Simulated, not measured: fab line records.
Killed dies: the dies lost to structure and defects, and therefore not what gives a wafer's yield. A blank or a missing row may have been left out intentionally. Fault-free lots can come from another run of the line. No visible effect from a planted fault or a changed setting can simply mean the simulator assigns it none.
The tool behind it: which one? | flow n5Finfet | 12 lots, 36 wafers sampled, at 5 steps of a route of 1938

## WHAT THE GAUGES SHOWED, per wafer
N5_BEOL_M1_INSPECT_59: inspects for defects (darkfield).
lot  | measured     | on               | rawDefectCount
L074 | day 7 04:52  | defectInspect-01 | 67 63 98
L078 | day 7 10:17  | defectInspect-02 | 91 106 83
L080 | day 8 01:42  | defectInspect-02 | 67 80 86
L081 | day 9 00:17  | defectInspect-01 | 50 33 52
L083 | day 9 07:53  | defectInspect-01 | 64 74 69
L085 | day 10 04:32 | defectInspect-01 | 34 72 57
L086 | day 10 17:00 | defectInspect-02 | 81 71 75
L090 | day 10 20:17 | defectInspect-02 | 51 59 45
L092 | day 11 02:06 | defectInspect-01 | 106 85 96
L093 | day 11 09:53 | defectInspect-02 | 65 114 65
L095 | day 11 19:22 | defectInspect-01 | 99 85 65
L097 | day 12 15:55 | defectInspect-02 | 109 86 90

## TOOL THAT RAN EACH LOT (tool first, then ch and the chambers of the sampled wafers, then the start)
lot  | N5_BEOL_M1_ETCH_41                           | N5_BEOL_M1_SURFACE_TREAT_85 | N5_BEOL_M1_SPUTTER_86       | N5_BEOL_M1_ANNEAL_91
L074 | rieDiel-06 ch 0,1, day 7 01:44 or earlier    | pvdSputter-02, day 7 01:44  | pvdSputter-02, day 7 02:42  | pvdSputter-02, day 7 03:13
L078 | rieDiel-04 ch 1,2, day 7 07:07 or earlier    | pvdSputter-02, day 7 07:07  | pvdSputter-03, day 7 08:05  | pvdSputter-03, day 7 08:37
L080 | rieDiel-04 ch 0,2, day 7 22:10 or earlier    | pvdSputter-02, day 7 22:10  | pvdSputter-02, day 7 23:03  | pvdSputter-02, day 7 23:34
L081 | rieDiel-06 ch 0,1,3, day 8 21:14 or earlier  | pvdSputter-03, day 8 21:14  | pvdSputter-02, day 8 22:07  | pvdSputter-02, day 8 22:38
L083 | rieDiel-04 ch 0,1, day 9 04:50 or earlier    | pvdSputter-02, day 9 04:50  | pvdSputter-02, day 9 05:43  | pvdSputter-02, day 9 06:14
L085 | rieDiel-04 ch 0,1,2, day 10 01:28 or earlier | pvdSputter-03, day 10 01:28 | pvdSputter-03, day 10 02:20 | pvdSputter-03, day 10 02:52
L086 | rieDiel-02 ch 2,3, day 10 13:56 or earlier   | pvdSputter-03, day 10 13:56 | pvdSputter-02, day 10 14:49 | pvdSputter-02, day 10 15:20
L090 | rieDiel-04 ch 1,2,3, day 10 17:14 or earlier | pvdSputter-03, day 10 17:14 | pvdSputter-03, day 10 18:07 | pvdSputter-03, day 10 18:38
L092 | rieDiel-02 ch 0,1,3, day 10 22:57 or earlier | pvdSputter-02, day 10 22:57 | pvdSputter-03, day 10 23:56 | pvdSputter-03, day 11 00:27
L093 | rieDiel-02 ch 0,3, day 11 06:49 or earlier   | pvdSputter-02, day 11 06:49 | pvdSputter-02, day 11 07:43 | pvdSputter-02, day 11 08:14
L095 | rieDiel-06 ch 0,1, day 11 16:19 or earlier   | pvdSputter-02, day 11 16:19 | pvdSputter-03, day 11 17:11 | pvdSputter-03, day 11 17:43
L097 | rieDiel-04 ch 0,2,3, day 12 12:44 or earlier | pvdSputter-02, day 12 12:44 | pvdSputter-02, day 12 13:45 | pvdSputter-02, day 12 14:16
- N5_BEOL_M1_ETCH_41: etches SiCN in CH3F/O2, target depth 31.9 nm, time 57.8 s.
- N5_BEOL_M1_SURFACE_TREAT_85
- N5_BEOL_M1_SPUTTER_86: material Cu, target thk 4.5 nm, time 8.29 s.
- N5_BEOL_M1_ANNEAL_91: time 240 s.

## THE ANSWER, worked out from the rows above alone
Rule: the usual values come from the lots themselves. The widest of any qualifying gaps counts: lots, ordered by their means at a reading, are off when they make up no more than a third of the lots, leave a main group of 4 or more, and stand apart from it by 3 or more times the standard deviation of that group's means. A main group whose means are all the same, to the digits that the tables above print for the reading, isn't used. Also off: a lot with no number at a reading for which 4 or more lots have one. Any other lot the step has rows for is counted as sound.
No lot is off on any of the readings shown, so nothing can be concluded from this.

## WHAT THE SIMULATOR PUT IN
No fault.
